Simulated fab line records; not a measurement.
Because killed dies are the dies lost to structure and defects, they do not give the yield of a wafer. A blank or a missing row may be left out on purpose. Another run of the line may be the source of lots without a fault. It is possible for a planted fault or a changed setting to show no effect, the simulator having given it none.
fab line records	flow n5-finfet
record: lots: 24	wafers: 72	last-day: 18
route steps=1938 shown BEOL_M0_SAQP@676 BEOL_M0@730
lots untouched by any fault: they come from a run of this same line in which no faults occurred
start-h: the number of hours between the record's first day and the start of the first shown wafer of the lot	wait-h: how many hours have passed since the lot's step before this one	" repeats the value in the row above	L1.1+2: a row that stands for several wafers	- no value, or no start was given	* or withheld: withheld	< > ~ a bound
route shown NAME@n: names a module that has steps shown in the file, with the first one's number in the route	usual: mean/standard deviation taken from wafers without a fault	same: alike in all rows	chamber/n: place in a boat	sites: the reading at each site	_std_site: standard deviation across them	_edge_site: mean of outer sites minus mean of inner sites	radius-mm: how far each site lies from the wafer's centre	mask NAME#n: copy n	behind: the last tool/chamber to shape the wafer	hold: why the lot went on hold/how many hours it stayed there/how the hold came to an end	device: transistor that didn't switch, given as n, p or np	end of line: the route-end tests of the same wafers	a step without rows: its recipe alone	killed: count of dies lost to structure and defects at first sort (not the wafer's yield)	map: shows each die of a wafer: x if killed, . if not, _ if none is there
set.NAME: the setting the step ran with; set.NAME@STEP: the setting that earlier step ran with	model.NAME: the simulator's own value behind a step, which no gauge read
steps of the route over a sample of lots; a table a step, a row a wafer
services: a tool's chamber out of use, with start hour (start-h, from the record's first day; less than 0 if before it), hours out, and reason
== steps ==
step: N5_BEOL_M0_SAQP_SPACER2_ALD_26
recipe: material: SiO2	target-thk-a: 150	temp-c: 300	ald-precursor-family: BDEAS	ald-co-reactant: O2-plasma	pulse-time-s: 1	purge-time-s: 2	co-reactant-purge-time-s: 2	pressure-torr: 2
usual: chamber-pressure-Torr: 2.000/0.0046	heater-power-w: 481/42	precursor-pulse-height-rel: 0.999/0.019
same: co-reactant-purge-time-s: 2	pulse-time-s: 1
lot.wafer	tool	chamber	start-h	wait-h	chamber-pressure-Torr	heater-power-w	precursor-pulse-height-rel
L074.1	ald-sin-01	2	118.71	0.1	1.998	478	1.019
L074.4	"	1	"	"	2.012	443	1.008
L074.5	"	3	"	"	2.000	489	0.994
L075.4	ald-sin-01	1	122.83	0.1	2.006	446	1.029
L075.5	"	0	"	"	2.001	473	0.959
L075.6	"	3	"	"	1.999	489	0.987
L076.2	ald-sin-02	0	126.80	0.1	1.999	518	0.973
L076.3	"	1	"	"	1.999	540	1.026
L076.4	"	2	"	"	2.002	533	0.964
L077.1	ald-sin-03	2	130.27	0.1	2.005	474	0.988
L077.2	"	3	"	"	1.997	422	1.009
L077.4	"	1	"	"	1.998	423	1.000
L078.1	ald-sin-01	0	134.17	0.1	1.992	475	0.988
L078.4	"	3	"	"	2.001	495	0.987
L078.6	"	2	"	"	1.997	462	0.998
L079.1	ald-sin-01	2	141.41	0.1	2.003	457	0.984
L079.3	"	0	"	"	1.993	481	0.991
L079.6	"	2	"	"	2.000	454	0.994
L080.3	ald-sin-01	3	145.97	0.1	1.999	507	0.970
L080.4	"	1	"	"	2.007	444	1.008
L080.5	"	2	"	"	1.999	475	1.028
L081.2	ald-sin-01	0	154.84	0.1	1.994	481	1.018
L081.3	"	3	"	"	2.000	488	0.982
L081.5	"	0	"	"	1.990	466	1.012
L082.3	ald-sin-03	1	155.16	0.1	2.006	435	0.995
L082.4	"	3	"	"	1.988	420	0.991
L082.5	"	0	"	"	2.004	584	0.991
L083.2	ald-sin-02	2	165.16	0.1	1.993	543	0.989
L083.5	"	1	"	"	2.012	527	1.028
L083.6	"	2	"	"	2.001	528	0.985
L084.2	ald-sin-01	1	170.15	0.1	2.003	463	0.993
L084.3	"	0	"	"	2.002	465	0.986
L084.6	"	0	"	"	2.003	467	0.982
L085.2	ald-sin-02	0	178.85	0.4	1.994	508	1.014
L085.5	"	0	"	"	1.999	534	1.000
L085.6	"	3	"	"	1.996	431	0.993
L086.1	ald-sin-01	2	181.71	0.1	1.995	459	1.017
L086.3	"	0	"	"	1.994	486	0.995
L086.5	"	2	"	"	2.001	454	0.981
L087.1	ald-sin-01	2	187.99	0.1	2.000	462	1.003
L087.5	"	1	"	"	1.993	456	0.993
L087.6	"	2	"	"	2.007	472	0.982
L088.1	ald-sin-03	1	196.29	0.1	2.004	421	0.987
L088.3	"	2	"	"	2.003	463	1.005
L088.4	"	0	"	"	1.997	548	0.993
L090.2	ald-sin-03	1	205.20	0.1	2.004	421	0.974
L090.3	"	2	"	"	2.000	462	0.983
L090.5	"	3	"	"	2.008	452	0.998
L089.1	ald-sin-01	0	208.49	0.6	2.000	473	0.983
L089.4	"	1	"	"	2.006	443	1.009
L089.5	"	0	"	"	2.003	474	1.011
L091.2	ald-sin-03	1	211.17	0.1	2.008	428	0.989
L091.3	"	3	"	"	2.002	444	1.010
L091.6	"	1	"	"	2.000	421	0.983
L092.1	ald-sin-02	2	218.55	0.1	1.999	529	1.033
L092.2	"	1	"	"	2.003	545	0.998
L092.3	"	0	"	"	2.008	513	0.973
L093.3	ald-sin-01	2	223.12	0.1	2.002	467	1.021
L093.4	"	0	"	"	1.995	481	0.977
L093.6	"	1	"	"	2.004	454	1.021
L094.1	ald-sin-02	0	231.86	0.1	2.004	516	1.020
L094.5	"	1	"	"	2.005	535	1.049
L094.6	"	0	"	"	2.001	510	1.000
L095.2	ald-sin-02	0	236.45	1.6	2.001	514	0.986
L095.3	"	1	"	"	2.000	544	1.014
L095.4	"	2	"	"	1.994	526	0.987
L096.2	ald-sin-03	3	241.81	0.1	2.003	440	0.963
L096.4	"	1	"	"	1.999	425	1.002
L096.6	"	0	"	"	2.002	555	1.013
L097.3	ald-sin-02	0	245.62	0.1	2.001	522	0.990
L097.5	"	0	"	"	1.995	514	1.005
L097.6	"	1	"	"	1.997	549	0.988
step: N5_BEOL_M0_SAQP_SPACER2_ETCHBACK_27
recipe: chemistry: CHF3/O2	mode: anisotropic-etchback	target: SiO2	target-depth-a: 225	time-s: 11.25	pressure-mtorr: 30	source-w: 650	bias-w: 170	Ar_flow_sccm: 200	CHF3_flow_sccm: 50	O2_flow_sccm: 5	ion-energy-ev: 200
usual: drypump-motor-current-A: 5.6/0.57	oes_ar_750_au: 0.79/0.084	oes-product-au: 0.79/0.093	rf-vpp-V: 530/9.4	showerhead-plenum-p-Torr: 2.41/0.068	throttle-valve-pct: 18.86/0.29
lot.wafer	tool	chamber	start-h	wait-h	drypump-motor-current-A	oes_ar_750_au	oes-product-au	rf-hours-counter-h	rf-vpp-V	showerhead-plenum-p-Torr	throttle-valve-pct
L074.1	rie-diel-03	3	119.26	0.3	6.2	0.74	0.73	181	540	2.51	18.91
L074.4	"	0	"	"	5.1	0.87	0.88	47	531	2.44	18.39
L074.5	"	0	"	"	5.0	0.87	0.88	-	529	2.44	18.39
L075.4	rie-diel-04	2	123.54	0.4	5.7	0.93	0.94	2	551	2.49	19.01
L075.5	"	0	"	"	5.7	0.69	0.68	-	524	2.47	19.46
L075.6	"	1	"	"	6.5	0.80	0.81	-	537	2.45	18.94
L076.2	rie-diel-03	0	127.34	0.3	5.0	0.86	0.87	50	530	2.44	18.40
L076.3	"	2	"	"	5.5	0.71	0.70	206	536	2.30	19.11
L076.4	"	3	"	"	6.3	0.73	0.73	185	539	2.51	18.90
L077.1	rie-diel-04	2	130.82	0.3	5.7	0.91	0.94	4	551	2.49	19.01
L077.2	"	3	"	"	6.6	0.74	0.74	171	535	2.30	19.16
L077.4	"	2	"	"	5.7	0.91	0.93	-	552	2.49	19.01
L078.1	rie-diel-01	1	134.72	0.3	5.2	0.72	0.72	194	512	2.37	19.14
L078.4	"	0	"	"	4.7	0.91	0.92	30	516	2.45	18.70
L078.6	"	1	"	"	5.2	0.73	0.73	-	511	2.37	19.14
L079.1	rie-diel-04	0	142.10	0.4	5.7	0.68	0.67	232	524	2.47	19.47
L079.3	"	3	"	"	6.6	0.73	0.73	176	533	2.30	19.18
L079.6	"	0	"	"	5.7	0.68	0.67	-	524	2.47	19.46
L080.3	rie-diel-03	2	146.52	0.3	5.6	0.70	0.70	214	537	2.30	19.11
L080.4	"	1	"	"	5.3	0.77	0.76	161	533	2.42	18.84
L080.5	"	0	"	"	5.0	0.86	0.87	-	529	2.44	18.42
L081.2	rie-diel-04	2	155.39	0.3	5.7	0.88	0.90	13	552	2.49	19.03
L081.3	"	1	"	"	6.5	0.79	0.78	97	535	2.44	18.95
L081.5	"	3	"	"	6.6	0.73	0.73	-	532	2.30	19.16
L082.3	rie-diel-03	2	155.71	0.3	5.5	0.70	0.69	217	534	2.30	19.12
L082.4	"	3	"	"	6.2	0.72	0.72	196	539	2.50	18.92
L082.5	"	0	"	"	5.0	0.85	0.86	-	530	2.44	18.41
L083.2	rie-diel-01	0	165.72	0.3	4.7	0.89	0.90	40	516	2.45	18.71
L083.5	"	3	"	"	6.4	0.87	0.90	-	528	2.37	18.80
L083.6	"	0	"	"	4.7	0.89	0.90	-	516	2.45	18.72
L084.2	rie-diel-01	0	170.70	0.3	4.8	0.88	0.89	41	515	2.45	18.71
L084.3	"	1	"	"	5.1	0.71	0.72	205	512	2.37	19.15
L084.6	"	0	"	"	4.8	0.89	0.90	-	516	2.45	18.71
L085.2	rie-diel-01	1	179.40	0.3	5.2	0.71	0.71	208	510	2.37	19.15
L085.5	"	2	"	"	6.1	0.94	0.97	-	524	2.35	18.41
L085.6	"	3	"	"	6.4	0.86	0.88	-	530	2.37	18.78
L086.1	rie-diel-03	2	182.26	0.3	5.5	0.70	0.69	225	536	2.29	19.13
L086.3	"	1	"	"	5.3	0.76	0.76	171	534	2.42	18.85
L086.5	"	0	"	"	5.1	0.84	0.85	-	528	2.43	18.42
L087.1	rie-diel-03	0	188.54	0.3	5.0	0.83	0.86	69	528	2.43	18.43
L087.5	"	1	"	"	5.3	0.75	0.75	-	533	2.42	18.85
L087.6	"	0	"	"	5.0	0.84	0.86	-	529	2.43	18.41
L088.1	rie-diel-01	2	196.86	0.3	6.1	0.93	0.95	20	521	2.35	18.40
L088.3	"	1	"	"	5.2	0.71	0.70	213	511	2.37	19.19
L088.4	"	3	"	"	6.4	0.86	0.87	61	530	2.37	18.83
L090.2	rie-diel-01	2	205.75	0.3	6.1	0.93	0.95	23	522	2.35	18.43
L090.3	"	1	"	"	5.2	0.71	0.70	217	513	2.36	19.17
L090.5	"	0	"	"	4.8	0.87	0.88	-	515	2.44	18.73
L089.1	rie-diel-03	0	209.04	0.3	5.0	0.83	0.85	76	529	2.43	18.44
L089.4	"	3	"	"	6.3	0.71	0.71	211	539	2.50	18.95
L089.5	"	1	"	"	5.3	0.75	0.75	-	533	2.42	18.86
L091.2	rie-diel-03	1	211.72	0.3	5.3	0.75	0.75	179	532	2.42	18.86
L091.3	"	3	"	"	6.3	0.72	0.70	212	540	2.50	18.96
L091.6	"	1	"	"	5.3	0.74	0.75	-	533	2.42	18.85
L092.1	rie-diel-03	3	219.10	0.3	6.3	0.71	0.71	214	540	2.49	18.95
L092.2	"	2	"	"	5.5	0.69	0.67	235	536	2.29	19.16
L092.3	"	0	"	"	5.0	0.83	0.84	78	527	2.43	18.42
L093.3	rie-diel-03	0	223.67	0.3	5.1	0.82	0.84	79	528	2.43	18.42
L093.4	"	2	"	"	5.5	0.68	0.68	237	534	2.29	19.15
L093.6	"	0	"	"	5.0	0.82	0.85	-	526	2.43	18.46
L094.1	rie-diel-01	0	232.41	0.3	4.7	0.86	0.86	60	515	2.44	18.73
L094.5	"	1	"	"	5.2	0.70	0.70	-	511	2.36	19.19
L094.6	"	2	"	"	6.1	0.91	0.92	-	521	2.34	18.43
L095.2	rie-diel-03	1	237.04	0.3	5.3	0.75	0.75	187	533	2.42	18.86
L095.3	"	2	"	"	5.5	0.68	0.68	241	532	2.29	19.17
L095.4	"	0	"	"	5.0	0.82	0.85	83	527	2.43	18.44
L096.2	rie-diel-03	2	242.36	0.3	5.5	0.67	0.67	242	534	2.29	19.17
L096.4	"	0	"	"	5.0	0.82	0.83	85	529	2.43	18.44
L096.6	"	2	"	"	5.5	0.68	0.67	-	535	2.29	19.16
L097.3	rie-diel-03	2	246.16	0.3	5.5	0.68	0.67	243	536	2.29	19.15
L097.5	"	0	"	"	5.0	0.83	0.84	-	529	2.43	18.45
L097.6	"	1	"	"	5.3	0.75	0.75	-	534	2.41	18.88
step: N5_BEOL_M0_SAQP_OVL_MEAS_41
recipe: points-per-wafer: 522
usual: M0_CUT1_OVL: 0.5/0.92
lot.wafer	tool	chamber	start-h	wait-h	M0_CUT1_OVL[nm]
L074.1	overlay-02	0	119.92	0.0	1.2
L074.4	"	0	"	"	-0.3
L074.5	"	0	"	"	0.6
L075.4	overlay-01	0	124.21	0.0	-0.4
L075.5	"	0	"	"	1.3
L075.6	"	0	"	"	-0.5
L076.2	overlay-01	0	127.89	0.0	-0.4
L076.3	"	0	"	"	0.9
L076.4	"	0	"	"	0.0
L077.1	overlay-02	0	131.38	0.0	1.5
L077.2	"	0	"	"	2.6
L077.4	"	0	"	"	3.1
L078.1	overlay-02	0	135.26	0.0	-0.3
L078.4	"	0	"	"	2.3
L078.6	"	0	"	"	1.5
L079.1	overlay-02	0	142.63	0.0	0.8
L079.3	"	0	"	"	0.9
L079.6	"	0	"	"	-1.1
L080.3	overlay-02	0	147.07	0.0	0.0
L080.4	"	0	"	"	1.7
L080.5	"	0	"	"	0.0
L081.2	overlay-02	0	156.06	0.0	0.0
L081.3	"	0	"	"	-0.2
L081.5	"	0	"	"	0.4
L082.3	overlay-01	0	156.39	0.0	-0.1
L082.4	"	0	"	"	2.0
L082.5	"	0	"	"	-0.4
L083.2	overlay-02	0	166.26	0.0	1.6
L083.5	"	0	"	"	1.8
L083.6	"	0	"	"	1.0
L084.2	overlay-01	0	171.36	0.0	0.7
L084.3	"	0	"	"	0.8
L084.6	"	0	"	"	0.3
L085.2	overlay-02	0	180.06	0.0	1.5
L085.5	"	0	"	"	0.1
L085.6	"	0	"	"	1.2
L086.1	overlay-02	0	182.79	0.0	0.7
L086.3	"	0	"	"	1.2
L086.5	"	0	"	"	0.9
L087.1	overlay-01	0	189.21	0.0	0.5
L087.5	"	0	"	"	0.1
L087.6	"	0	"	"	0.0
L088.1	overlay-02	0	197.52	0.0	0.2
L088.3	"	0	"	"	0.3
L088.4	"	0	"	"	-1.3
L090.2	overlay-01	0	206.44	0.0	-0.3
L090.3	"	0	"	"	-0.2
L090.5	"	0	"	"	1.3
L089.1	overlay-01	0	209.58	0.0	-1.0
L089.4	"	0	"	"	0.1
L089.5	"	0	"	"	0.4
L091.2	overlay-02	0	212.40	0.0	0.7
L091.3	"	0	"	"	-0.2
L091.6	"	0	"	"	2.2
L092.1	overlay-01	0	219.66	0.1	-1.3
L092.2	"	0	"	"	1.9
L092.3	"	0	"	"	0.5
L093.3	overlay-01	0	224.34	0.0	0.7
L093.4	"	0	"	"	0.0
L093.6	"	0	"	"	-0.1
L094.1	overlay-02	0	233.07	0.0	1.7
L094.5	"	0	"	"	2.1
L094.6	"	0	"	"	0.0
L095.2	overlay-02	0	237.70	0.0	-0.9
L095.3	"	0	"	"	0.0
L095.4	"	0	"	"	0.4
L096.2	overlay-01	0	242.90	0.0	0.2
L096.4	"	0	"	"	0.1
L096.6	"	0	"	"	0.0
L097.3	overlay-01	0	246.71	0.0	0.9
L097.5	"	0	"	"	1.3
L097.6	"	0	"	"	0.8
step: N5_BEOL_M0_SAQP_INSPECT_42
recipe: mode: adi	inspect-instrument: brightfield
usual: raw-defect-count: 272/83
lot.wafer	tool	chamber	start-h	wait-h	raw-defect-count
L074.1	defect-inspect-02	-	119.98	0.1	376
L074.4	"	-	"	"	508
L074.5	"	-	"	"	246
L075.4	defect-inspect-01	-	124.26	0.0	192
L075.5	"	-	"	"	195
L075.6	"	-	"	"	171
L076.2	defect-inspect-01	-	127.94	0.0	391
L076.3	"	-	"	"	223
L076.4	"	-	"	"	219
L077.1	defect-inspect-01	-	131.44	0.1	244
L077.2	"	-	"	"	235
L077.4	"	-	"	"	219
L078.1	defect-inspect-02	-	135.32	0.1	732
L078.4	"	-	"	"	386
L078.6	"	-	"	"	247
L079.1	defect-inspect-01	-	142.69	0.1	257
L079.3	"	-	"	"	189
L079.6	"	-	"	"	314
L080.3	defect-inspect-02	-	147.12	0.0	313
L080.4	"	-	"	"	308
L080.5	"	-	"	"	237
L081.2	defect-inspect-01	-	156.11	0.0	215
L081.3	"	-	"	"	255
L081.5	"	-	"	"	255
L082.3	defect-inspect-01	-	156.44	0.0	173
L082.4	"	-	"	"	197
L082.5	"	-	"	"	208
L083.2	defect-inspect-02	-	166.32	0.0	217
L083.5	"	-	"	"	175
L083.6	"	-	"	"	205
L084.2	defect-inspect-02	-	171.42	0.0	433
L084.3	"	-	"	"	353
L084.6	"	-	"	"	392
L085.2	defect-inspect-02	-	180.12	0.0	188
L085.5	"	-	"	"	239
L085.6	"	-	"	"	310
L086.1	defect-inspect-01	-	182.85	0.1	323
L086.3	"	-	"	"	353
L086.5	"	-	"	"	287
L087.1	defect-inspect-01	-	189.27	0.1	312
L087.5	"	-	"	"	349
L087.6	"	-	"	"	166
L088.1	defect-inspect-02	-	197.58	0.1	222
L088.3	"	-	"	"	193
L088.4	"	-	"	"	310
L090.2	defect-inspect-01	-	206.50	0.0	234
L090.3	"	-	"	"	240
L090.5	"	-	"	"	316
L089.1	defect-inspect-02	-	209.64	0.1	160
L089.4	"	-	"	"	254
L089.5	"	-	"	"	294
L091.2	defect-inspect-01	-	212.45	0.0	186
L091.3	"	-	"	"	214
L091.6	"	-	"	"	225
L092.1	defect-inspect-02	-	219.72	0.1	112
L092.2	"	-	"	"	210
L092.3	"	-	"	"	174
L093.3	defect-inspect-02	-	224.39	0.0	302
L093.4	"	-	"	"	306
L093.6	"	-	"	"	378
L094.1	defect-inspect-01	-	233.12	0.1	342
L094.5	"	-	"	"	296
L094.6	"	-	"	"	306
L095.2	defect-inspect-01	-	237.75	0.0	321
L095.3	"	-	"	"	250
L095.4	"	-	"	"	344
L096.2	defect-inspect-02	-	242.95	0.0	390
L096.4	"	-	"	"	381
L096.6	"	-	"	"	307
L097.3	defect-inspect-02	-	246.76	0.0	299
L097.5	"	-	"	"	246
L097.6	"	-	"	"	176
step: N5_BEOL_M0_SAQP_ETCH_49
recipe: chemistry: CF4/O2	target-depth-a: 370	target: SiO2	pressure-mtorr: 40	source-w: 535	bias-w: 49	Ar_flow_sccm: 100	cf4-flow-sccm: 100	O2_flow_sccm: 10	ion-energy-ev: 100
usual: drypump-motor-current-A: 5.7/0.6	oes_ar_750_au: 0.80/0.085	oes-product-au: 0.81/0.096	rf-vpp-V: 243/5.1	showerhead-plenum-p-Torr: 2.20/0.059	throttle-valve-pct: 15.83/0.27
lot.wafer	tool	chamber	start-h	wait-h	drypump-motor-current-A	oes_ar_750_au	oes-product-au	rf-hours-counter-h	rf-vpp-V	showerhead-plenum-p-Torr	throttle-valve-pct
L074.1	rie-diel-01	3	121.02	0.5	6.3	0.89	0.91	37	244	2.17	15.64
L074.4	"	0	"	"	4.8	0.91	0.94	-	238	2.25	15.60
L074.5	"	1	"	"	5.2	0.72	0.73	-	235	2.17	16.11
L075.4	rie-diel-01	3	125.15	0.3	6.3	0.89	0.90	-	244	2.16	15.64
L075.5	"	0	"	"	4.8	0.90	0.93	-	238	2.24	15.60
L075.6	"	1	"	"	5.2	0.73	0.72	-	235	2.17	16.10
L076.2	rie-diel-01	1	128.84	0.3	5.2	0.73	0.72	192	233	2.17	16.12
L076.3	"	3	"	"	6.4	0.89	0.91	41	243	2.16	15.64
L076.4	"	0	"	"	4.8	0.90	0.93	-	236	2.24	15.59
L077.1	rie-diel-03	0	132.47	0.5	5.0	0.86	0.88	52	244	2.24	15.38
L077.2	"	3	"	"	6.2	0.73	0.73	187	248	2.29	15.91
L077.4	"	0	"	"	5.0	0.86	0.88	-	244	2.24	15.38
L078.1	rie-diel-01	3	136.16	0.3	6.4	0.88	0.91	43	243	2.16	15.65
L078.4	"	1	"	"	5.2	0.73	0.73	195	235	2.17	16.10
L078.6	"	1	"	"	5.2	0.73	0.72	-	233	2.17	16.10
L079.1	rie-diel-01	0	143.57	0.3	4.8	0.89	0.91	34	239	2.24	15.62
L079.3	"	3	"	"	6.4	0.89	0.90	46	243	2.16	15.65
L079.6	"	3	"	"	6.4	0.88	0.90	-	244	2.16	15.67
L080.3	rie-diel-03	3	147.96	0.3	6.3	0.72	0.74	193	248	2.29	15.91
L080.4	"	2	"	"	5.5	0.69	0.70	214	247	2.11	16.10
L080.5	"	0	"	"	5.1	0.85	0.88	-	243	2.23	15.40
L081.2	rie-diel-03	3	156.95	0.3	6.2	0.72	0.72	196	248	2.29	15.92
L081.3	"	0	"	"	5.0	0.85	0.86	61	243	2.23	15.41
L081.5	"	2	"	"	5.5	0.69	0.70	-	246	2.10	16.10
L082.3	rie-diel-04	1	157.41	0.4	6.5	0.79	0.80	98	246	2.23	15.82
L082.4	"	0	"	"	5.7	0.67	0.67	238	243	2.27	16.47
L082.5	"	3	"	"	6.6	0.73	0.73	-	246	2.10	16.11
L083.2	rie-diel-04	1	167.31	0.3	6.5	0.79	0.80	101	248	2.22	15.82
L083.5	"	1	"	"	6.5	0.78	0.81	-	247	2.23	15.80
L083.6	"	2	"	"	5.7	0.88	0.90	-	254	2.27	15.85
L084.2	rie-diel-04	1	172.33	0.3	6.5	0.78	0.80	103	246	2.22	15.83
L084.3	"	3	"	"	6.6	0.72	0.72	185	245	2.10	16.14
L084.6	"	2	"	"	5.7	0.87	0.90	-	253	2.27	15.88
L085.2	rie-diel-03	1	181.19	0.3	5.3	0.77	0.75	171	245	2.20	15.73
L085.5	"	1	"	"	5.3	0.77	0.76	-	246	2.20	15.70
L085.6	"	0	"	"	5.0	0.83	0.86	-	244	2.23	15.40
L086.1	rie-diel-01	3	183.78	0.3	6.4	0.87	0.87	58	244	2.16	15.68
L086.3	"	2	"	"	6.1	0.93	0.95	17	241	2.16	15.41
L086.5	"	0	"	"	4.8	0.88	0.89	-	237	2.24	15.64
L087.1	rie-diel-04	2	190.72	0.3	5.7	0.87	0.88	24	253	2.27	15.91
L087.5	"	1	"	"	6.5	0.78	0.80	-	248	2.22	15.85
L087.6	"	2	"	"	5.7	0.86	0.88	-	254	2.27	15.90
L088.1	rie-diel-03	2	198.42	0.3	5.5	0.68	0.69	229	246	2.10	16.11
L088.3	"	1	"	"	5.3	0.76	0.75	175	245	2.20	15.71
L088.4	"	0	"	"	5.0	0.83	0.85	72	244	2.23	15.41
L090.2	rie-diel-03	1	207.36	0.3	5.3	0.76	0.75	178	246	2.20	15.72
L090.3	"	3	"	"	6.3	0.72	0.72	211	248	2.28	15.96
L090.5	"	3	"	"	6.2	0.71	0.72	-	247	2.28	15.97
L089.1	rie-diel-03	0	210.48	0.3	5.0	0.83	0.85	76	243	2.23	15.41
L089.4	"	2	"	"	5.5	0.68	0.68	233	246	2.10	16.13
L089.5	"	1	"	"	5.3	0.75	0.75	-	245	2.20	15.72
L091.2	rie-diel-01	3	213.37	0.3	6.4	0.85	0.87	66	244	2.16	15.68
L091.3	"	1	"	"	5.2	0.71	0.71	219	234	2.16	16.15
L091.6	"	1	"	"	5.2	0.72	0.71	-	234	2.16	16.14
L092.1	rie-diel-03	1	220.57	0.3	5.3	0.75	0.74	182	245	2.20	15.74
L092.2	"	0	"	"	5.0	0.83	0.84	78	243	2.23	15.43
L092.3	"	2	"	"	5.5	0.69	0.68	236	246	2.10	16.13
L093.3	rie-diel-04	2	225.25	0.3	5.7	0.84	0.85	36	253	2.26	15.90
L093.4	"	3	"	"	6.6	0.72	0.71	-	244	2.10	16.16
L093.6	"	2	"	"	5.7	0.84	0.86	-	254	2.26	15.91
L094.1	rie-diel-01	1	234.27	0.4	5.2	0.70	0.70	226	233	2.16	16.17
L094.5	"	3	"	"	6.4	0.84	0.86	-	242	2.15	15.72
L094.6	"	0	"	"	4.7	0.86	0.87	-	237	2.23	15.67
L095.2	rie-diel-01	3	239.65	0.3	6.3	0.84	0.85	75	244	2.15	15.71
L095.3	"	1	"	"	5.2	0.71	0.70	228	235	2.16	16.18
L095.4	"	2	"	"	6.1	0.90	0.91	35	240	2.15	15.45
L096.2	rie-diel-04	2	243.99	0.5	5.7	0.83	0.84	43	253	2.26	15.92
L096.4	"	3	"	"	6.7	0.71	0.70	210	245	2.09	16.17
L096.6	"	0	"	"	5.7	0.93	0.95	-	241	2.26	16.04
L097.3	rie-diel-03	3	247.78	0.3	6.3	0.70	0.70	222	248	2.28	15.96
L097.5	"	1	"	"	5.3	0.75	0.74	-	246	2.19	15.75
L097.6	"	2	"	"	5.5	0.67	0.67	-	245	2.10	16.14
step: N5_BEOL_M0_PRE_CLEAN_113
recipe: gas: H2/He	time-s: 30	temp-c: 250
usual: heater-power-w: 341/28
lot.wafer	tool	chamber	start-h	wait-h	heater-power-w
L074.1	pvd-sputter-02	-	123.35	0.0	362
L074.4	"	-	"	"	325
L074.5	"	-	"	"	335
L075.4	pvd-sputter-03	-	129.80	0.0	350
L075.5	"	-	"	"	361
L075.6	"	-	"	"	335
L076.2	pvd-sputter-03	-	132.29	0.0	326
L076.3	"	-	"	"	331
L076.4	"	-	"	"	356
L077.1	pvd-sputter-03	-	135.95	0.0	343
L077.2	"	-	"	"	324
L077.4	"	-	"	"	316
L078.1	pvd-sputter-01	-	138.28	0.0	324
L078.4	"	-	"	"	302
L078.6	"	-	"	"	298
L079.1	pvd-sputter-03	-	148.09	0.0	320
L079.3	"	-	"	"	348
L079.6	"	-	"	"	316
L080.3	pvd-sputter-03	-	151.95	0.0	322
L080.4	"	-	"	"	328
L080.5	"	-	"	"	329
L081.2	pvd-sputter-02	-	162.43	0.0	333
L081.3	"	-	"	"	413
L081.5	"	-	"	"	415
L082.3	pvd-sputter-03	-	162.82	0.0	333
L082.4	"	-	"	"	364
L082.5	"	-	"	"	324
L083.2	pvd-sputter-03	-	171.29	0.0	327
L083.5	"	-	"	"	336
L083.6	"	-	"	"	322
L084.2	pvd-sputter-02	-	176.36	0.0	329
L084.3	"	-	"	"	336
L084.6	"	-	"	"	412
L085.2	pvd-sputter-01	-	184.92	0.0	313
L085.5	"	-	"	"	326
L085.6	"	-	"	"	316
L086.1	pvd-sputter-02	-	189.00	0.0	362
L086.3	"	-	"	"	328
L086.5	"	-	"	"	357
L087.1	pvd-sputter-03	-	195.28	0.0	336
L087.5	"	-	"	"	334
L087.6	"	-	"	"	359
L088.1	pvd-sputter-01	-	201.73	0.0	325
L088.3	"	-	"	"	340
L088.4	"	-	"	"	306
L090.2	pvd-sputter-03	-	212.26	0.0	328
L090.3	"	-	"	"	316
L090.5	"	-	"	"	323
L089.1	pvd-sputter-01	-	212.86	0.0	337
L089.4	"	-	"	"	314
L089.5	"	-	"	"	343
L091.2	pvd-sputter-03	-	219.16	0.0	331
L091.3	"	-	"	"	319
L091.6	"	-	"	"	330
L092.1	pvd-sputter-02	-	225.27	0.0	344
L092.2	"	-	"	"	338
L092.3	"	-	"	"	411
L093.3	pvd-sputter-02	-	228.95	0.0	332
L093.4	"	-	"	"	338
L093.6	"	-	"	"	419
L094.1	pvd-sputter-02	-	237.88	0.0	328
L094.5	"	-	"	"	345
L094.6	"	-	"	"	336
L095.2	pvd-sputter-01	-	242.14	0.0	326
L095.3	"	-	"	"	310
L095.4	"	-	"	"	335
L096.2	pvd-sputter-02	-	246.66	0.0	410
L096.4	"	-	"	"	332
L096.6	"	-	"	"	336
L097.3	pvd-sputter-03	-	251.84	0.0	322
L097.5	"	-	"	"	332
L097.6	"	-	"	"	357
== services ==
tool	chamber	start-h	hours	kind
rie-diel-03	3	95.85	18.6	repair
rie-diel-04	2	97.76	-	clean
rie-diel-04	2	97.76	-	consumable-replace:focus-ring
rie-diel-04	2	97.76	20.2	scheduled-down
rie-diel-04	2	97.76	20.2	vent-cycle
ald-sin-02	0	100.44	-	clean
ald-sin-02	1	100.44	-	clean
rie-diel-01	2	107.64	-	clean
rie-diel-01	2	107.64	-	consumable-replace:focus-ring
rie-diel-01	2	107.64	24.5	scheduled-down
rie-diel-01	2	107.64	24.5	vent-cycle
rie-diel-04	1	129.49	9.0	repair
rie-diel-04	0	130.52	10.4	repair
rie-diel-04	1	139.52	4.0	repair
ald-sin-03	-	178.35	14.0	pm
rie-diel-04	0	197.34	-	clean
rie-diel-04	0	197.34	-	consumable-replace:focus-ring
rie-diel-04	0	197.34	18.8	scheduled-down
rie-diel-04	0	197.34	18.8	vent-cycle
ald-sin-01	3	214.81	5.2	repair
rie-diel-04	1	221.30	13.8	repair
ald-sin-02	-	237.80	1.3	repair
rie-diel-01	1	240.27	4.0	repair
ald-sin-02	0	241.67	2.4	repair
== key ==
fault none
